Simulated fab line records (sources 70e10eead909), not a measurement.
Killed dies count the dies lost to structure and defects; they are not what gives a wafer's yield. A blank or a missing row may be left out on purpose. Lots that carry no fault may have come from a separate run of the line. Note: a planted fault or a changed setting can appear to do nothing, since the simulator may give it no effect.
What tool caused it? | flow nand_harc | 11 lots with 33 wafers sampled at 3 steps, on a route of 1302 steps

## WHAT EACH GAUGE READ, for each wafer
NHARC_P_GATE_CD_MEAS_46: the cd target is 720 nm.
lot  | measured     | on        | cd_nm (nm)
L301 | day 6 14:25  | cd_sem-03 | 720.1 717.3 715.4
L302 | day 7 02:05  | cd_sem-02 | 723.8 724.2 723.3
L303 | day 7 13:34  | cd_sem-03 | 718.0 720.7 720.3
L304 | day 7 23:52  | cd_sem-03 | 722.2 720.9 719.0
L305 | day 8 15:38  | cd_sem-02 | 722.5 723.0 720.7
L306 | day 8 17:46  | cd_sem-03 | 717.5 718.4 716.1
L308 | day 9 16:02  | cd_sem-02 | 767.2 768.3 767.0 767.1 768.2 767.3
L309 | day 10 04:03 | cd_sem-01 | 766.2 767.2 767.4 766.1 767.1 767.2
L311 | day 10 20:35 | cd_sem-01 | 724.7 727.5 724.0
L317 | day 13 09:14 | cd_sem-03 | 722.4 722.0 722.0
L318 | day 13 20:35 | cd_sem-02 | 718.7 719.0 719.8

## WHAT TOOL EACH LOT RAN ON (gives the tool, then ch and the chambers of the sampled wafers, and finally the start)
lot  | NHARC_P_STI_ETCH_31                           | NHARC_P_GATE_EXPOSE_43
L301 | rie_diel-03 ch 0,2,3, day 6 02:37 or earlier  | krf_scanner-04 ch 0, day 6 14:16
L302 | rie_diel-03 ch 0,2,3, day 6 14:17 or earlier  | krf_scanner-02 ch 0, day 7 01:56
L303 | rie_diel-03 ch 0,1, day 7 01:38 or earlier    | krf_scanner-03 ch 0, day 7 13:25
L304 | rie_diel-13 ch 0,1,2, day 7 09:58 or earlier  | krf_scanner-04 ch 0, day 7 23:42
L305 | rie_diel-03 ch 0,2, day 8 03:28 or earlier    | krf_scanner-02 ch 0, day 8 15:29
L306 | rie_diel-13 ch 0,1,3, day 8 06:04 or earlier  | krf_scanner-02 ch 0, day 8 17:37
L308 | rie_diel-10 ch 1,2, day 9 04:11 or earlier    | krf_scanner-02 ch 0, day 9 15:53
L309 | rie_diel-13 ch 0,1, day 9 16:10 or earlier    | krf_scanner-02 ch 0, day 10 03:54
L311 | rie_diel-10 ch 0,1,2, day 10 08:37 or earlier | krf_scanner-04 ch 0, day 10 20:25
L317 | rie_diel-13 ch 2,3, day 12 20:56 or earlier   | krf_scanner-04 ch 0, day 13 09:05
L318 | rie_diel-13 ch 0,1, day 13 08:43 or earlier   | krf_scanner-04 ch 0, day 13 20:26
- NHARC_P_STI_ETCH_31: etches the open film in CF4/CHF3, target depth 108.9 nm, time 54.5 s.
- NHARC_P_GATE_EXPOSE_43: exposes mask P NSD, target cd 720 nm.

## THE ANSWER, worked out from the rows above alone
Rule: what is usual is taken from the lots themselves. The widest of any qualifying gaps counts: lots, ordered by their means at a reading, are off when they make up no more than a third of the lots, leave a main group of 4 or more, and stand apart from it by 3 or more times the standard deviation of that group's means. A main group whose means are all the same, to the digits that the tables above print for the reading, isn't used. Also off: a lot with no number at a reading for which 4 or more lots have one. Any other lot the step has rows for is counted as sound.
Off: L308, L309, at NHARC_P_GATE_CD_MEAS_46 (cd_nm). Mean 720.9 nm and standard deviation 2.6 in the main group.
If a tool, at a process step before that reading, ran all the lots that are off and no sound lot after the first of them, it fits. The gauges at NHARC_P_GATE_CD_MEAS_46 are tried like those tools. NHARC_P_STI_ETCH_31: start missing for some lots; hours and lot order therefore follow NHARC_P_GATE_OVL_MEAS_27. One fits: krf_scanner-02 at NHARC_P_GATE_EXPOSE_43. Its last sound lot is L306 (day 8 17:37), its first lot that is off L308 (day 9 15:53): a fault that began between those two fits.

## WHAT THE SIMULATOR HAD PUT IN
Process parameter drift: krf_scanner-02, from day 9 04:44 on, at NHARC_P_GATE_EXPOSE_43. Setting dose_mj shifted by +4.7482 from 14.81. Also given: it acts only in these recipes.
Struck lots among those shown: L308, L309. The rule above found the same.
